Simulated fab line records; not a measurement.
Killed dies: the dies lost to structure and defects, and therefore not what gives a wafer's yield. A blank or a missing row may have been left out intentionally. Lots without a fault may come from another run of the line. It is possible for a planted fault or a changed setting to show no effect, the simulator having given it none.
Which tool is to blame? + flow nand_harc + Sampling: 12 lots, 36 wafers, 6 of 1302 route steps

WHAT THE GAUGES SHOWED, per wafer
NHARC_P_BONDPAD_INSPECT_23. Usual: raw_defect_count reads 308 (standard deviation 120).
| lot  | measured     | on                | raw_defect_count | flag |
|------|--------------|-------------------|------------------|------|
| L948 | day 7 03:17  | defect_inspect-02 | 381 336 235      |      |
| L950 | day 8 01:08  | defect_inspect-02 | 665 593 396      |      |
| L952 | day 8 23:45  | defect_inspect-02 | 409 366 308      |      |
| L953 | day 9 00:38  | defect_inspect-02 | 314 251 435      |      |
| L961 | day 12 20:50 | defect_inspect-02 | 319 196 194      |      |
| L963 | day 13 10:24 | defect_inspect-01 | 461 342 241      |      |
| L965 | day 14 08:38 | defect_inspect-01 | 284 223 249      |      |
| L966 | day 14 18:56 | defect_inspect-02 | 204 362 256      |      |
| L967 | day 15 00:35 | defect_inspect-02 | 375 404 305      |      |
| L968 | day 15 12:20 | defect_inspect-01 | 208 274 249      |      |
| L969 | day 15 19:41 | defect_inspect-02 | 180 307 331      |      |
| L970 | day 16 08:01 | defect_inspect-02 | 376 345 153      |      |

NHARC_A_SOURCE_PLATE_INSPECT_08. Usual: raw_defect_count reads 60 (standard deviation 25).
| lot  | measured     | on                | raw_defect_count | flag |
|------|--------------|-------------------|------------------|------|
| L948 | day 8 02:21  | defect_inspect-02 | 56 60 73         |      |
| L950 | day 9 00:18  | defect_inspect-02 | 47 30 48         |      |
| L952 | day 9 22:59  | defect_inspect-01 | 853 833 778      | OFF  |
| L953 | day 9 22:58  | defect_inspect-02 | 889 809 857      | OFF  |
| L961 | day 13 18:29 | defect_inspect-01 | 46 36 61         |      |
| L963 | day 14 12:17 | defect_inspect-02 | 106 60 67        |      |
| L965 | day 15 08:13 | defect_inspect-02 | 91 86 60         |      |
| L966 | day 15 17:36 | defect_inspect-01 | 67 75 72         |      |
| L967 | day 16 00:02 | defect_inspect-02 | 82 59 102        |      |
| L968 | day 16 11:20 | defect_inspect-02 | 27 40 24         |      |
| L969 | day 16 20:59 | defect_inspect-02 | 69 70 111        |      |
| L970 | day 17 08:01 | defect_inspect-02 | 94 151 91        |      |

NHARC_A_ONON_D1_THK_MEAS_05: measures by ellipsometry. Usual: thk_nm reads 1000 nm (standard deviation 11).
| lot  | measured     | on            | thk_nm (nm)    | flag |
|------|--------------|---------------|----------------|------|
| L948 | day 8 03:31  | film_metro-01 | 1021 1019 1021 |      |
| L950 | day 9 01:26  | film_metro-01 | 992 991 993    |      |
| L952 | day 10 00:08 | film_metro-01 | 1002 1003 999  |      |
| L953 | day 10 00:07 | film_metro-02 | 1017 1016 1017 |      |
| L961 | day 13 19:38 | film_metro-01 | 999 998 999    |      |
| L963 | day 14 13:26 | film_metro-02 | 998 1000 998   |      |
| L965 | day 15 09:22 | film_metro-02 | 1005 1006 1004 |      |
| L966 | day 15 18:44 | film_metro-01 | 994 996 996    |      |
| L967 | day 16 01:11 | film_metro-02 | 1003 1003 1004 |      |
| L968 | day 16 12:29 | film_metro-02 | 1007 1008 1006 |      |
| L969 | day 16 22:08 | film_metro-01 | 979 980 981    |      |
| L970 | day 17 09:10 | film_metro-02 | 1009 1010 1010 |      |

NHARC_END_SORT_01. Usual: killed_at_array 56, standard deviation 20; killed_at_other 0.9, standard deviation 1.1; killed_at_periphery 3.7, standard deviation 3; killed_dies 61, standard deviation 21; killed_open 2.9, standard deviation 1.6; killed_short 2.6, standard deviation 1.4.
| lot  | measured     | on        | killed_at_array | killed_at_other | killed_at_periphery | killed_dies | killed_open | killed_short | flag |
|------|--------------|-----------|-----------------|-----------------|---------------------|-------------|-------------|--------------|------|
| L952 | day 26 14:56 | prober-01 | 476 470 466     | 1 0 0           | 1 0 0               | 478 470 466 | 2 1 0       | 0 2 0        | OFF  |
| L953 | day 26 14:56 | prober-02 | 478 482 472     | 0 0 0           | 1 1 1               | 479 483 473 | 0 1 0       | 1 3 1        | OFF  |

EACH LOT AND THE TOOL THAT RAN IT (in order: tool; ch and the chambers of the sampled wafers; start)
| lot  | NHARC_P_BONDPAD_DESCUM_11          | NHARC_A_SOURCE_PLATE_OXIDE_02 |
|------|------------------------------------|-------------------------------|
| L948 | rie_diel-10 ch 0,2,3, day 7 00:43  | furnace-03 ch 0, day 7 09:11  |
| L950 | rie_diel-06 ch 1,2,3, day 7 22:35  | furnace-08 ch 0, day 8 07:03  |
| L952 | rie_diel-06 ch 0,2,3, day 8 21:11  | furnace-03 ch 0, day 9 05:10  |
| L953 | rie_diel-06 ch 0,2,3, day 8 22:04  | furnace-03 ch 0, day 9 05:10  |
| L961 | rie_diel-10 ch 0,1,2, day 12 18:08 | furnace-03 ch 0, day 13 03:59 |
| L963 | rie_diel-06 ch 2,3, day 13 07:49   | furnace-01 ch 0, day 13 15:12 |
| L965 | rie_diel-08 ch 1,2,3, day 14 06:04 | furnace-01 ch 0, day 14 14:41 |
| L966 | rie_diel-06 ch 0,2,3, day 14 16:24 | furnace-03 ch 0, day 15 00:29 |
| L967 | rie_diel-06 ch 1,2,3, day 14 22:02 | furnace-01 ch 0, day 15 06:37 |
| L968 | rie_diel-06 ch 0,2,3, day 15 09:45 | furnace-03 ch 0, day 15 17:55 |
| L969 | rie_diel-06 ch 1,2,3, day 15 17:08 | furnace-03 ch 0, day 16 01:05 |
| L970 | rie_diel-10 ch 0,1,3, day 16 05:28 | furnace-01 ch 0, day 16 13:55 |
- NHARC_P_BONDPAD_DESCUM_11: chemistry O2, time 3 s.
- NHARC_A_SOURCE_PLATE_OXIDE_02: material SiO2, target thk 10 nm, ox time 1362 s.

AS READ BY THE TOOLS THEMSELVES (means over the sampled wafers that have a number; for cases with no such wafer, the mark the record gives instead)
NHARC_P_BONDPAD_DESCUM_11. Usual: drypump_motor_current_A 5.75 A, standard deviation 0.19; oes_product_au 0.999 a.u., standard deviation 0.014; rf_vpp_V 57.7 V, standard deviation 0.85; showerhead_plenum_p_Torr 1.90 Torr, standard deviation 0.094; throttle_valve_pct 11.310 %, standard deviation 0.0094.
| lot  | tool        | drypump_motor_current_A (A) | oes_product_au (a.u.) | rf_vpp_V (V) | showerhead_plenum_p_Torr (Torr) | throttle_valve_pct (%) | flag |
|------|-------------|-----------------------------|-----------------------|--------------|---------------------------------|------------------------|------|
| L948 | rie_diel-10 | 5.96                        | 1.007                 | 58.2         | 1.96                            | 11.316                 |      |
| L950 | rie_diel-06 | 5.67                        | 0.984                 | 56.9         | 1.89                            | 11.312                 |      |
| L952 | rie_diel-06 | 5.64                        | 0.992                 | 57.7         | 1.90                            | 11.311                 |      |
| L953 | rie_diel-06 | 5.66                        | 0.987                 | 57.2         | 1.90                            | 11.311                 |      |
| L961 | rie_diel-10 | 5.87                        | 0.997                 | 57.8         | 1.92                            | 11.316                 |      |
| L963 | rie_diel-06 | 5.65                        | 1.009                 | 58.0         | 1.98                            | 11.305                 |      |
| L965 | rie_diel-08 | 5.73                        | 0.981                 | 57.9         | 1.91                            | 11.309                 |      |
| L966 | rie_diel-06 | 5.66                        | 0.998                 | 57.8         | 1.90                            | 11.308                 |      |
| L967 | rie_diel-06 | 5.67                        | 0.993                 | 57.7         | 1.89                            | 11.309                 |      |
| L968 | rie_diel-06 | 5.65                        | 1.001                 | 57.8         | 1.90                            | 11.310                 |      |
| L969 | rie_diel-06 | 5.67                        | 1.010                 | 57.9         | 1.89                            | 11.307                 |      |
| L970 | rie_diel-10 | 6.04                        | 1.018                 | 57.3         | 1.95                            | 11.308                 |      |

NHARC_A_SOURCE_PLATE_OXIDE_02. Usual: spike_tc_bottom_C 915.1 C, standard deviation 2.5; zone_power_upper_pct 17.4 %, standard deviation 0.49.
| lot  | tool       | spike_tc_bottom_C (C) | zone_power_upper_pct (%) | flag |
|------|------------|-----------------------|--------------------------|------|
| L948 | furnace-03 | 912.0                 | 17.1                     |      |
| L950 | furnace-08 | 916.6                 | 16.7                     |      |
| L952 | furnace-03 | 913.3                 | 17.0                     |      |
| L953 | furnace-03 | 914.2                 | 17.0                     |      |
| L961 | furnace-03 | 913.4                 | 17.1                     |      |
| L963 | furnace-01 | 918.4                 | 18.0                     |      |
| L965 | furnace-01 | 918.3                 | 18.0                     |      |
| L966 | furnace-03 | 914.3                 | 17.1                     |      |
| L967 | furnace-01 | 917.9                 | 17.9                     |      |
| L968 | furnace-03 | 914.2                 | 17.2                     |      |
| L969 | furnace-03 | 913.4                 | 17.1                     |      |
| L970 | furnace-01 | 918.9                 | 17.9                     |      |

THE ANSWER, worked out from the rows above alone
Rule: lot off if the mean of its wafers having a number is beyond 3 standard deviations from the usual mean. Also off: a lot with no number at a reading for which 4 or more lots have one. The other lots that the step has rows for count as sound. Order of review: gauges by route order, followed by the tools' own readings, for which a lot's mean as printed above is used. The first step at which some lot is off is used, and at that step the reading that is off furthest; a lot without a number counts as furthest.
Off at NHARC_A_SOURCE_PLATE_INSPECT_08 (raw_defect_count): L952, L953.
A tool fits if, at a process step before that reading, it ran every lot that is off, and no sound lot after the first of them. Not tried: the gauges at NHARC_A_SOURCE_PLATE_INSPECT_08; whatever is off there is also off at NHARC_END_SORT_01, on other tools, and gauge error can't account for it. No candidate that was tried fits.

WHAT THE SIMULATOR HAD PUT IN
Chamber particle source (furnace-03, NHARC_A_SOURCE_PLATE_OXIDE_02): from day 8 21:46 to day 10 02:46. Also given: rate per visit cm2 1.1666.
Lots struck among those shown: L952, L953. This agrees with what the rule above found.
